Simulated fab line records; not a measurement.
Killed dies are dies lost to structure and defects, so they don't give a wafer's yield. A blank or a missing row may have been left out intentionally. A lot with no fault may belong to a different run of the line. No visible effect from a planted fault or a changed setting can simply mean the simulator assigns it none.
What tool caused it? | flow nand-harc | Sampling: 6 lots, 18 wafers, 4 of 1302 route steps

WHAT THE GAUGES SHOWED, per wafer
NHARC_END_SORT_01.
lot  | measured     | on        | killed-dies
L833 | day 26 15:43 | prober-01 | 83 87 93
L835 | day 27 18:17 | prober-01 | 76 75 71
L839 | day 29 03:22 | prober-01 | 71 57 60
L844 | day 30 18:55 | prober-01 | 57 63 58
L846 | day 31 15:59 | prober-02 | 137 98 138

WHICH TOOL RAN EACH LOT (tool, then ch and the chambers of the sampled wafers, then the start)
lot  | NHARC_A_CONTACT_ETCH_97            | NHARC_THIN_TSV_ETCH_15           | NHARC_THIN_TSV_STRIP_45
L830 | rie-diel-08 ch 0,2,3, day 22 21:18 | rie-si-06 ch 0,3, day 24 14:10   | plasma-asher-01 ch 0,1, day 24 14:29
L833 | rie-diel-03 ch 1,2,3, day 24 04:55 | rie-si-01 ch 0,2,3, day 26 01:16 | plasma-asher-02 ch 0,1, day 26 01:29
L835 | rie-diel-08 ch 1,2,3, day 25 07:05 | rie-si-02 ch 0,1, day 27 02:40   | plasma-asher-02 ch 0,1, day 27 02:59
L839 | rie-diel-02 ch 0,1,3, day 26 15:47 | rie-si-01 ch 2,3, day 28 12:13   | plasma-asher-01 ch 0,1, day 28 12:28
L844 | rie-diel-08 ch 1,2, day 28 10:12   | rie-si-02 ch 1,3, day 30 01:51   | plasma-asher-02 ch 0,1, day 30 02:56
L846 | rie-diel-08 ch 0,2,3, day 29 03:43 | rie-si-02 ch 0,1,2, day 31 00:20 | plasma-asher-01 ch 0,1, day 31 00:33
- NHARC_A_CONTACT_ETCH_97: etches the open film in C4F6/O2, target depth 20 nm, time 10 s.
- NHARC_THIN_TSV_ETCH_15: target depth 3000 nm, bosch target overetch cycles 2, bosch etch step 2.8 s.
- NHARC_THIN_TSV_STRIP_45: strips in O2.

THE ANSWER, worked out from the rows above alone
Rule: what is usual is taken from the lots themselves. Put in order of their means at a reading, lots are off if they are a third of the lots or fewer, leave a main group of 4 or more, and stand apart from it by a gap of 3 or more times the standard deviation of the main group's means; of several such gaps the widest counts. The tables above print the reading to a certain number of digits; a main group whose means all agree to those digits is not used. Also off: a lot with no number at a reading for which 4 or more lots have one. All remaining lots with rows at the step are treated as sound.
Off: L846 (NHARC_END_SORT_01, killed-dies). The main group has a mean of 71 with a standard deviation of 11. Neither off nor sound, because the step has no rows for them: L830.
If a tool, at a process step before that reading, ran all the lots that are off and no sound lot after the first of them, it fits. The gauges at NHARC_END_SORT_01 are tried like those tools. Can't be told from this: 4 tools fit, rie-diel-08 at NHARC_A_CONTACT_ETCH_97, rie-si-02 at NHARC_THIN_TSV_ETCH_15, plasma-asher-01 at NHARC_THIN_TSV_STRIP_45, prober-02 at NHARC_END_SORT_01.

WHAT WAS PUT IN BY THE SIMULATOR
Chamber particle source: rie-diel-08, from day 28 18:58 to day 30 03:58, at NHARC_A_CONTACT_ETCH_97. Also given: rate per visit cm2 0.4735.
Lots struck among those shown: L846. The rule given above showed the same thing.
